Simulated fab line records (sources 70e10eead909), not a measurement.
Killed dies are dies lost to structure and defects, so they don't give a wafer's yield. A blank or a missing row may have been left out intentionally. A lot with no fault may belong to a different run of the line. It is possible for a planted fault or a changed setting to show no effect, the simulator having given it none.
Matching of chambers + flow nand_harc + NHARC_A_CONTACT_ETCH_30 on rie_diel-01: 4 sister chambers
The step etches the open film in CF4/CHF3, target depth 72.6 nm, time 36.3 s. 4 wafers are shown with their chamber, then 7 later ones without.

WAFERS WITH THEIR CHAMBER
| wafer  | chamber | drypump_motor_current_A (A) |
|--------|---------|-----------------------------|
| L916.1 | 1       | 5.9                         |
| L916.3 | 0       | 6.0                         |
| L919.3 | 2       | 5.9                         |
| L919.6 | 3       | 5.6                         |

WAFERS WHOSE CHAMBER IS MISSING
| wafer  | drypump_motor_current_A (A) |
|--------|-----------------------------|
| L921.2 | 5.8                         |
| L921.4 | 6.0                         |
| L921.6 | 6.0                         |
| L930.4 | 5.6                         |
| L930.5 | 5.8                         |
| L931.1 | 5.8                         |
| L931.5 | 5.6                         |

CHAMBER TAKEN BY EACH
| wafer  | from the rows above               | in truth |
|--------|-----------------------------------|----------|
| L921.2 | can't be placed: 1 or 2 or 0 or 3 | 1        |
| L921.4 | can't be placed: 0 or 1 or 2      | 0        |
| L921.6 | can't be placed: 0 or 1 or 2      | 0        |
| L930.4 | 3                                 | 3        |
| L930.5 | can't be placed: 1 or 2 or 0 or 3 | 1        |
| L931.1 | can't be placed: 1 or 2 or 0 or 3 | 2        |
| L931.5 | 3                                 | 3        |
Correctly placed: 2 of 7. Unplaceable from these rows: 5, with the true chamber sitting among the candidates in 5. Wrongly placed: 0.
How it was worked out, from the rows above alone: a wafer's distance from a chamber is the root of the sum, over the readings, of the square of ((its reading less the chamber's mean) divided by the reading's scatter). If the next closest chamber is less than 2 further off than the closest, the wafer can't be placed; otherwise it belongs to the closest. Each chamber's mean is taken over the wafers shown for it. The scatter: root of mean squared gap, hidden wafer to nearest shown wafer, with one shown wafer a chamber.
